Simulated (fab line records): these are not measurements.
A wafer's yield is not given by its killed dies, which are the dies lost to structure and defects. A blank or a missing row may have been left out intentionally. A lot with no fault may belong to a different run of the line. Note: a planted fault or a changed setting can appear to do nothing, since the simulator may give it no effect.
Matching of chambers + flow nand_harc + NHARC_P_CONTACT_ALD_22 on ald_metal-01: 4 sister chambers
The step deposits TiN, target thk 3 nm, pulse time 1 s, ald cycles 150. 16 wafers are shown with their chamber, then 8 later ones without.

WAFERS PAIRED WITH THEIR CHAMBERS
| wafer  | chamber | heater_power_w (W) | precursor_pulse_height_rel |
|--------|---------|--------------------|----------------------------|
| L240.2 | 2       | 927                | 0.999                      |
| L240.3 | 3       | 1068               | 0.978                      |
| L240.5 | 3       | 1054               | 1.024                      |
| L244.1 | 2       | 960                | 0.996                      |
| L244.2 | 0       | 1024               | 0.986                      |
| L244.3 | 3       | 1053               | 1.016                      |
| L246.2 | 3       | 1056               | 1.029                      |
| L246.4 | 2       | 958                | 1.020                      |
| L246.6 | 1       | 1038               | 1.015                      |
| L247.2 | 1       | 1046               | 0.983                      |
| L247.4 | 3       | 1037               | 0.988                      |
| L247.6 | 2       | 946                | 1.029                      |
| L248.4 | 3       | 1054               | 0.966                      |
| L248.5 | 1       | 1053               | 0.999                      |
| L248.6 | 2       | 944                | 0.982                      |
| L250.2 | 3       | 1026               | 1.000                      |

SIGNATURES (averages over the wafers above)
| reading                    | chamber 0 | chamber 1 | chamber 2 | chamber 3 | scatter within a chamber |
|----------------------------|-----------|-----------|-----------|-----------|--------------------------|
| heater_power_w             | 1024.00   | 1045.67   | 947.00    | 1049.71   | 12.8                     |
| precursor_pulse_height_rel | 0.98600   | 0.99900   | 1.00520   | 1.00014   | 0.0212                   |
Rule: distance of a wafer from a chamber = root of the sum over the readings of ((wafer's reading minus chamber's mean) / reading's scatter) squared. If the next closest chamber is less than 2 further off than the closest, the wafer can't be placed; otherwise it belongs to the closest. The scatter is the square root of a quotient: the sum, over the shown wafers, of each reading's squared deviation from its chamber's mean, divided by wafers minus chambers.

WAFERS WITHOUT THEIR CHAMBER
| wafer  | heater_power_w (W) | precursor_pulse_height_rel |
|--------|--------------------|----------------------------|
| L250.5 | 1062               | 0.962                      |
| L250.6 | 1028               | 1.004                      |
| L257.1 | 944                | 1.018                      |
| L257.2 | 1026               | 1.001                      |
| L257.5 | 1050               | 0.992                      |
| L259.3 | 1034               | 1.037                      |
| L259.5 | 1043               | 0.973                      |
| L259.6 | 961                | 0.975                      |

WHICH CHAMBER EACH ONE RAN IN
| wafer  | from the rows above          | in truth |
|--------|------------------------------|----------|
| L250.5 | can't be placed: 3 or 1 or 0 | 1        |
| L250.6 | can't be placed: 0 or 1 or 3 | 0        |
| L257.1 | 2                            | 2        |
| L257.2 | can't be placed: 0 or 1 or 3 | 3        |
| L257.5 | can't be placed: 3 or 1 or 0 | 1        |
| L259.3 | can't be placed: 1 or 3 or 0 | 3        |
| L259.5 | can't be placed: 1 or 3 or 0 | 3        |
| L259.6 | 2                            | 2        |
Correctly placed: 2 of 8. Cannot be placed on the basis of these rows: 6; the candidates contain the true chamber in 6. Wrongly placed: 0.
